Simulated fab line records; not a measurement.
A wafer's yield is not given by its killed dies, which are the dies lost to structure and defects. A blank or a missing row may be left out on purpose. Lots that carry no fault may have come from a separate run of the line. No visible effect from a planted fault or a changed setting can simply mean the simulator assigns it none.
Which tool did it? || flow n5Finfet || 36 wafers from 12 lots sampled at 2 of the route's 1938 steps

## WHAT THE GAUGES SHOWED, per wafer
N5_BEOL_M4_CD_MEAS_18: pitch 36 nm, target cd 18 nm.
{"lot": "L076", "measured": "day 8 08:01", "on": "cdSem-03", "cdNm (nm)": "17.3 17.6 17.6"}
{"lot": "L077", "measured": "day 8 11:31", "on": "cdSem-03", "cdNm (nm)": "18.1 17.5 18.0"}
{"lot": "L080", "measured": "day 8 22:12", "on": "cdSem-02", "cdNm (nm)": "17.5 18.3 18.2"}
{"lot": "L082", "measured": "day 9 22:45", "on": "cdSem-01", "cdNm (nm)": "17.6 18.1 18.3"}
{"lot": "L084", "measured": "day 10 07:40", "on": "cdSem-01", "cdNm (nm)": "17.1 18.1 18.5"}
{"lot": "L085", "measured": "day 10 23:08", "on": "cdSem-01", "cdNm (nm)": "18.6 17.9 18.3"}
{"lot": "L088", "measured": "day 11 07:44", "on": "cdSem-01", "cdNm (nm)": "18.3 18.2 18.2"}
{"lot": "L089", "measured": "day 11 12:11", "on": "cdSem-02", "cdNm (nm)": "17.2 17.7 17.2"}
{"lot": "L090", "measured": "day 11 20:33", "on": "cdSem-02", "cdNm (nm)": "18.5 18.0 18.4"}
{"lot": "L093", "measured": "day 12 16:06", "on": "cdSem-03", "cdNm (nm)": "17.8 17.2 17.4"}
{"lot": "L095", "measured": "day 13 02:08", "on": "cdSem-02", "cdNm (nm)": "17.8 17.5 17.7"}
{"lot": "L096", "measured": "day 13 21:55", "on": "cdSem-03", "cdNm (nm)": "17.9 18.0 17.8"}

## EACH LOT AND THE TOOL THAT RAN IT (in order: tool; ch and the chambers of the sampled wafers; start)
{"lot": "L076", "N5_BEOL_M3_SPUTTER_92": "pvdSputter-03, day 8 03:44"}
{"lot": "L077", "N5_BEOL_M3_SPUTTER_92": "pvdSputter-01, day 8 06:43"}
{"lot": "L080", "N5_BEOL_M3_SPUTTER_92": "pvdSputter-03, day 8 17:31"}
{"lot": "L082", "N5_BEOL_M3_SPUTTER_92": "pvdSputter-03, day 9 19:17"}
{"lot": "L084", "N5_BEOL_M3_SPUTTER_92": "pvdSputter-03, day 10 04:20"}
{"lot": "L085", "N5_BEOL_M3_SPUTTER_92": "pvdSputter-02, day 10 16:43"}
{"lot": "L088", "N5_BEOL_M3_SPUTTER_92": "pvdSputter-01, day 11 03:13"}
{"lot": "L089", "N5_BEOL_M3_SPUTTER_92": "pvdSputter-03, day 11 06:32"}
{"lot": "L090", "N5_BEOL_M3_SPUTTER_92": "pvdSputter-02, day 11 16:56"}
{"lot": "L093", "N5_BEOL_M3_SPUTTER_92": "pvdSputter-02, day 12 10:26"}
{"lot": "L095", "N5_BEOL_M3_SPUTTER_92": "pvdSputter-03, day 12 22:41"}
{"lot": "L096", "N5_BEOL_M3_SPUTTER_92": "pvdSputter-01, day 13 19:07"}
- N5_BEOL_M3_SPUTTER_92: material Cu, target thk 4.5 nm, time 8.29 s.

## THE ANSWER, worked out from the rows above alone
Rule: the usual values come from the lots themselves. The widest of any qualifying gaps counts: lots, ordered by their means at a reading, are off when they make up no more than a third of the lots, leave a main group of 4 or more, and stand apart from it by 3 or more times the standard deviation of that group's means. A main group whose means are all the same, to the digits that the tables above print for the reading, isn't used. A lot without any number at a reading at which 4 lots or more have one is off too. Any other lot the step has rows for is counted as sound.
None of the lots is off at any reading shown; this tells nothing.

## WHAT THE SIMULATOR PUT IN
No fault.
